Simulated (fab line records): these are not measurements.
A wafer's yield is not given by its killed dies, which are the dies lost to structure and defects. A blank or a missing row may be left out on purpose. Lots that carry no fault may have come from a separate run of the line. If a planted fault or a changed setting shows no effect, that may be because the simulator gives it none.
Lot-split experiment || flow n5 finfet || 39 wafers read across 7 lots, on a route 1938 steps long

== ABOUT THE SPLIT ==
At N5_SD_EPI_P_EPI_21 (deposits SiGe:B, time 355 s), the setting epi growth time s was moved away from the recipe's 355 s on 12 of the 39 wafers read, by -10.5% to +8.0%. All remaining wafers had this setting at the recipe value.

== FROM THE SPLIT TO THE READING: what the file shows between them, 6 steps ==
- N5_SD_EPI_P_EPI_MEAS_23
- N5_SD_EPI_P_HM_STRIP_48: strips SiNx in H3PO4, material SiNx, target depth 3 nm
- N5_SD_EPI_P_SRD_49: time 30 s
- N5_SD_EPI_P_PRECLEAN_24: cleans in O3/DIW, time 45 s
- N5_SD_ACTIVATION_RTA_00: time 0 s
- N5_SD_ACTIVATION_LSA_01: time 0.0008 s

== THE READING ==
RS_SD_P, in ohm/sq, at N5_SD_ACTIVATION_RS_MEAS_03 (measures by four-point-probe). On this fab line, fault-free wafers typically give 56.2 ohm/sq with a standard deviation of 0.9 ohm/sq.

{"wafer": "L082.1", "tool, chamber at the split": "epi rpcvd-02, 0", "epi growth time s as run, s": 355, "against the recipe": "recipe", "RS_SD_P, ohm/sq": 54.2, "against lot-mates on the recipe": "-"}
{"wafer": "L082.2", "tool, chamber at the split": "epi rpcvd-02, 0", "epi growth time s as run, s": 355, "against the recipe": "recipe", "RS_SD_P, ohm/sq": 54.3, "against lot-mates on the recipe": "-"}
{"wafer": "L082.3", "tool, chamber at the split": "epi rpcvd-02, 0", "epi growth time s as run, s": 317.7, "against the recipe": "-10.5%", "RS_SD_P, ohm/sq": 58.8, "against lot-mates on the recipe": "+4.7"}
{"wafer": "L082.4", "tool, chamber at the split": "epi rpcvd-02, 0", "epi growth time s as run, s": 355, "against the recipe": "recipe", "RS_SD_P, ohm/sq": 53.7, "against lot-mates on the recipe": "-"}
{"wafer": "L082.5", "tool, chamber at the split": "epi rpcvd-02, 0", "epi growth time s as run, s": 317.7, "against the recipe": "-10.5%", "RS_SD_P, ohm/sq": 57.8, "against lot-mates on the recipe": "+3.7"}
{"wafer": "L082.6", "tool, chamber at the split": "epi rpcvd-02, 0", "epi growth time s as run, s": 317.7, "against the recipe": "-10.5%", "RS_SD_P, ohm/sq": 58.3, "against lot-mates on the recipe": "+4.2"}
{"wafer": "L083.4", "tool, chamber at the split": "epi rpcvd-03, 0", "epi growth time s as run, s": 355, "against the recipe": "recipe", "RS_SD_P, ohm/sq": 56.2, "against lot-mates on the recipe": "-"}
{"wafer": "L083.5", "tool, chamber at the split": "epi rpcvd-03, 0", "epi growth time s as run, s": 355, "against the recipe": "recipe", "RS_SD_P, ohm/sq": 56.7, "against lot-mates on the recipe": "-"}
{"wafer": "L083.6", "tool, chamber at the split": "epi rpcvd-03, 0", "epi growth time s as run, s": 355, "against the recipe": "recipe", "RS_SD_P, ohm/sq": 57.5, "against lot-mates on the recipe": "-"}
{"wafer": "L085.1", "tool, chamber at the split": "epi rpcvd-02, 0", "epi growth time s as run, s": 355, "against the recipe": "recipe", "RS_SD_P, ohm/sq": 56.1, "against lot-mates on the recipe": "-"}
{"wafer": "L085.2", "tool, chamber at the split": "epi rpcvd-02, 0", "epi growth time s as run, s": 355, "against the recipe": "recipe", "RS_SD_P, ohm/sq": 56.2, "against lot-mates on the recipe": "-"}
{"wafer": "L085.3", "tool, chamber at the split": "epi rpcvd-02, 0", "epi growth time s as run, s": 355, "against the recipe": "recipe", "RS_SD_P, ohm/sq": 55.9, "against lot-mates on the recipe": "-"}
{"wafer": "L085.4", "tool, chamber at the split": "epi rpcvd-02, 0", "epi growth time s as run, s": 355, "against the recipe": "recipe", "RS_SD_P, ohm/sq": 55.1, "against lot-mates on the recipe": "-"}
{"wafer": "L085.5", "tool, chamber at the split": "epi rpcvd-02, 0", "epi growth time s as run, s": 355, "against the recipe": "recipe", "RS_SD_P, ohm/sq": 56.4, "against lot-mates on the recipe": "-"}
{"wafer": "L085.6", "tool, chamber at the split": "epi rpcvd-02, 0", "epi growth time s as run, s": 355, "against the recipe": "recipe", "RS_SD_P, ohm/sq": 55.7, "against lot-mates on the recipe": "-"}
{"wafer": "L087.1", "tool, chamber at the split": "epi rpcvd-02, 0", "epi growth time s as run, s": 329.2, "against the recipe": "-7.3%", "RS_SD_P, ohm/sq": 58.2, "against lot-mates on the recipe": "+2.2"}
{"wafer": "L087.2", "tool, chamber at the split": "epi rpcvd-02, 0", "epi growth time s as run, s": 329.2, "against the recipe": "-7.3%", "RS_SD_P, ohm/sq": 58.5, "against lot-mates on the recipe": "+2.5"}
{"wafer": "L087.3", "tool, chamber at the split": "epi rpcvd-02, 0", "epi growth time s as run, s": 329.2, "against the recipe": "-7.3%", "RS_SD_P, ohm/sq": 59.0, "against lot-mates on the recipe": "+3.0"}
{"wafer": "L087.4", "tool, chamber at the split": "epi rpcvd-02, 0", "epi growth time s as run, s": 355, "against the recipe": "recipe", "RS_SD_P, ohm/sq": 55.4, "against lot-mates on the recipe": "-"}
{"wafer": "L087.5", "tool, chamber at the split": "epi rpcvd-02, 0", "epi growth time s as run, s": 355, "against the recipe": "recipe", "RS_SD_P, ohm/sq": 56.5, "against lot-mates on the recipe": "-"}
{"wafer": "L087.6", "tool, chamber at the split": "epi rpcvd-02, 0", "epi growth time s as run, s": 355, "against the recipe": "recipe", "RS_SD_P, ohm/sq": 56.0, "against lot-mates on the recipe": "-"}
{"wafer": "L095.1", "tool, chamber at the split": "epi rpcvd-01, 0", "epi growth time s as run, s": 355, "against the recipe": "recipe", "RS_SD_P, ohm/sq": 55.6, "against lot-mates on the recipe": "-"}
{"wafer": "L095.2", "tool, chamber at the split": "epi rpcvd-01, 0", "epi growth time s as run, s": 355, "against the recipe": "recipe", "RS_SD_P, ohm/sq": 55.4, "against lot-mates on the recipe": "-"}
{"wafer": "L095.3", "tool, chamber at the split": "epi rpcvd-01, 0", "epi growth time s as run, s": 383.3, "against the recipe": "+8.0%", "RS_SD_P, ohm/sq": 53.3, "against lot-mates on the recipe": -2.5}
{"wafer": "L095.4", "tool, chamber at the split": "epi rpcvd-01, 0", "epi growth time s as run, s": 355, "against the recipe": "recipe", "RS_SD_P, ohm/sq": 56.5, "against lot-mates on the recipe": "-"}
{"wafer": "L095.5", "tool, chamber at the split": "epi rpcvd-01, 0", "epi growth time s as run, s": 383.3, "against the recipe": "+8.0%", "RS_SD_P, ohm/sq": 52.5, "against lot-mates on the recipe": -3.3}
{"wafer": "L095.6", "tool, chamber at the split": "epi rpcvd-01, 0", "epi growth time s as run, s": 383.3, "against the recipe": "+8.0%", "RS_SD_P, ohm/sq": 52.3, "against lot-mates on the recipe": -3.5}
{"wafer": "L096.1", "tool, chamber at the split": "epi rpcvd-02, 0", "epi growth time s as run, s": 355, "against the recipe": "recipe", "RS_SD_P, ohm/sq": 57.0, "against lot-mates on the recipe": "-"}
{"wafer": "L096.2", "tool, chamber at the split": "epi rpcvd-02, 0", "epi growth time s as run, s": 323.4, "against the recipe": "-8.9%", "RS_SD_P, ohm/sq": 60.4, "against lot-mates on the recipe": "+3.8"}
{"wafer": "L096.3", "tool, chamber at the split": "epi rpcvd-02, 0", "epi growth time s as run, s": 323.4, "against the recipe": "-8.9%", "RS_SD_P, ohm/sq": 59.2, "against lot-mates on the recipe": "+2.6"}
{"wafer": "L096.4", "tool, chamber at the split": "epi rpcvd-02, 0", "epi growth time s as run, s": 355, "against the recipe": "recipe", "RS_SD_P, ohm/sq": 56.4, "against lot-mates on the recipe": "-"}
{"wafer": "L096.5", "tool, chamber at the split": "epi rpcvd-02, 0", "epi growth time s as run, s": 355, "against the recipe": "recipe", "RS_SD_P, ohm/sq": 56.5, "against lot-mates on the recipe": "-"}
{"wafer": "L096.6", "tool, chamber at the split": "epi rpcvd-02, 0", "epi growth time s as run, s": 323.4, "against the recipe": "-8.9%", "RS_SD_P, ohm/sq": 59.7, "against lot-mates on the recipe": "+3.1"}
{"wafer": "L097.1", "tool, chamber at the split": "epi rpcvd-01, 0", "epi growth time s as run, s": 355, "against the recipe": "recipe", "RS_SD_P, ohm/sq": 56.8, "against lot-mates on the recipe": "-"}
{"wafer": "L097.2", "tool, chamber at the split": "epi rpcvd-01, 0", "epi growth time s as run, s": 355, "against the recipe": "recipe", "RS_SD_P, ohm/sq": 55.3, "against lot-mates on the recipe": "-"}
{"wafer": "L097.3", "tool, chamber at the split": "epi rpcvd-01, 0", "epi growth time s as run, s": 355, "against the recipe": "recipe", "RS_SD_P, ohm/sq": 55.4, "against lot-mates on the recipe": "-"}
{"wafer": "L097.4", "tool, chamber at the split": "epi rpcvd-01, 0", "epi growth time s as run, s": 355, "against the recipe": "recipe", "RS_SD_P, ohm/sq": 54.8, "against lot-mates on the recipe": "-"}
{"wafer": "L097.5", "tool, chamber at the split": "epi rpcvd-01, 0", "epi growth time s as run, s": 355, "against the recipe": "recipe", "RS_SD_P, ohm/sq": 56.1, "against lot-mates on the recipe": "-"}
{"wafer": "L097.6", "tool, chamber at the split": "epi rpcvd-01, 0", "epi growth time s as run, s": 355, "against the recipe": "recipe", "RS_SD_P, ohm/sq": 56.3, "against lot-mates on the recipe": "-"}

THE FIT
A straight line over all 39 wafers: RS_SD_P changes by -0.347 ohm/sq for each +1% of epi growth time s; r = -0.88; the points scatter about the line by 0.89 ohm/sq.
The same after taking each lot's own level away (the mean of its wafers on the recipe; 39 wafers): -0.381 ohm/sq for each +1%; r = -0.97; scatter 0.49 ohm/sq.
That fit puts the effect of the largest move of epi growth time s on the reading at 4 ohm/sq.
The lots' own levels span 54.07 to 56.80 ohm/sq, that is 3.0 times the standard deviation above.
Hence the lot-to-lot level has little effect on the slope; both slopes agree.
Check: +3.88 ohm/sq against its lot-mates is what the line predicts for one of the wafers moved furthest among these (-10.5%) when that wafer is left out of the fit. It came out at +4.73 ohm/sq against them.

== FURTHER SPLITS ON THESE WAFERS ==
These wafers also went through other splits before the reading. Each is held against what the fit with the lots' levels taken away leaves over:
{"other split on the same wafers": "N5_WELL_APT_IMPLANT_15 energy kev", "wafers away from the commonest value": 9, "r with RS_SD_P (lot level and that fit taken away)": -0.21}
{"other split on the same wafers": "N5_DUMMY_GATE_EXPOSE_12 dose mj", "wafers away from the commonest value": 12, "r with RS_SD_P (lot level and that fit taken away)": -0.13}
{"other split on the same wafers": "N5_DUMMY_GATE_ETCH_37 source w", "wafers away from the commonest value": 15, "r with RS_SD_P (lot level and that fit taken away)": "+0.25"}

== THE WHOLE CHAIN: every reading that the file lists as answering this split, in the file's order ==
{"step": "N5_SD_EPI_P_EPI_21", "what it does": "deposits SiGe:B, time 355 s", "reading": "SiGe-B_of_SD_EPI_P_EPI_21.thk nm (the simulator's own value, which no gauge read)", "change (the file's fit)": "+0.414 nm for each +1% of the setting", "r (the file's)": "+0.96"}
{"step": "N5_SD_EPI_P_EPI_MEAS_23", "what it does": "", "reading": "thk nm", "change (the file's fit)": "withheld for each +1% of the setting", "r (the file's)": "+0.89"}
{"step": "N5_SD_EPI_P_HM_STRIP_48", "what it does": "strips SiNx in H3PO4, material SiNx, target depth 3 nm", "reading": "SiGe-B_of_SD_EPI_P_EPI_21.thk nm (the simulator's own value, which no gauge read)", "change (the file's fit)": "+0.416 nm for each +1% of the setting", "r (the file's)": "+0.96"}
{"step": "N5_SD_ACTIVATION_RS_MEAS_03", "what it does": "measures by four-point-probe", "reading": "RS_SD_P", "change (the file's fit)": "-0.38 for each +1% of the setting", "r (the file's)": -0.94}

== THE FILE'S OWN FIT ==
RS_SD_P changes by -0.38 ohm/sq for each +1% of epi growth time s, r = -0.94.
